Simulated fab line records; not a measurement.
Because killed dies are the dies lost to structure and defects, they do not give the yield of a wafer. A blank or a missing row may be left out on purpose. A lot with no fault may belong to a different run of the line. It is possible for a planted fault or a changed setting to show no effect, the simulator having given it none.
Matching of chambers -- flow nand_harc -- NHARC_P_M2_CMP_23 on cmp-01: 4 sister chambers
The step polishes, t overpolish 20 s, target thk 144.3 nm. 22 wafers are shown with their chamber, then 11 later ones without.

WAFERS WITH THEIR CHAMBER
wafer,chamber,motor_current_A (A),time_to_endpoint_s (s),retaining_ring_pressure_frac
L081.1,1,11.5,27.2,0.997
L081.2,2,10.9,26.4,1.000
L081.5,1,11.4,27.6,1.005
L082.1,1,11.4,24.4,1.004
L082.3,2,9.8,24.0,1.009
L082.6,3,11.2,24.6,0.999
L086.2,3,11.0,28.1,0.996
L086.5,1,11.7,27.7,1.005
L086.6,0,13.2,30.9,1.004
L087.3,1,12.0,29.0,0.999
L087.4,0,13.6,31.2,1.002
L087.5,2,10.0,26.4,0.999
L088.2,3,10.9,28.9,0.986
L088.5,3,11.2,27.3,0.986
L088.6,2,10.7,23.5,0.996
L089.1,0,13.9,31.5,1.004
L089.2,2,10.0,29.0,0.999
L089.4,1,12.1,30.0,1.000
L090.1,3,11.2,29.2,0.990
L090.2,0,13.0,32.5,0.997
L090.4,2,10.5,30.0,1.002
L092.1,3,10.2,24.4,0.994

SIGNATURES (averages over the wafers above)
reading,chamber 0,chamber 1,chamber 2,chamber 3,scatter within a chamber
motor_current_A,13.425,11.683,10.317,10.950,0.387
time_to_endpoint_s,31.525,27.650,26.550,27.083,2.05
retaining_ring_pressure_frac,1.00175,1.00167,1.00083,0.99183,0.00432
Rule: a wafer's distance from a chamber is the root of the sum, over the readings, of the square of ((its reading less the chamber's mean) divided by the reading's scatter). If the next closest chamber is less than 2 further off than the closest, the wafer can't be placed; otherwise it belongs to the closest. How the scatter is found: for the shown wafers, subtract from each reading the mean of its chamber, square and add these, divide the total by (wafers less chambers), then take the root.

WAFERS WHOSE CHAMBER IS MISSING
wafer,motor_current_A (A),time_to_endpoint_s (s),retaining_ring_pressure_frac
L092.3,13.6,29.0,1.007
L092.6,11.1,26.2,1.002
L093.4,11.7,30.3,0.998
L093.5,10.9,26.0,0.999
L093.6,10.3,25.2,0.996
L095.1,10.3,24.3,0.994
L095.3,11.3,26.1,1.003
L095.4,11.5,29.1,0.997
L097.3,10.5,28.9,1.002
L097.4,11.7,25.5,1.004
L097.5,13.8,30.4,1.003

WHICH CHAMBER EACH ONE RAN IN
wafer,from the rows above,in truth
L092.3,0,0
L092.6,can't be placed: 1 or 2 or 3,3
L093.4,can't be placed: 1 or 3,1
L093.5,can't be placed: 2 or 3 or 1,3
L093.6,can't be placed: 2 or 3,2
L095.1,can't be placed: 2 or 3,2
L095.3,can't be placed: 1 or 2 or 3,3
L095.4,can't be placed: 1 or 3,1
L097.3,can't be placed: 2 or 3 or 1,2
L097.4,1,1
L097.5,0,0
3 of 11 placed correctly. Cannot be placed on the basis of these rows: 8; the candidates contain the true chamber in 8. 0 placed wrongly.
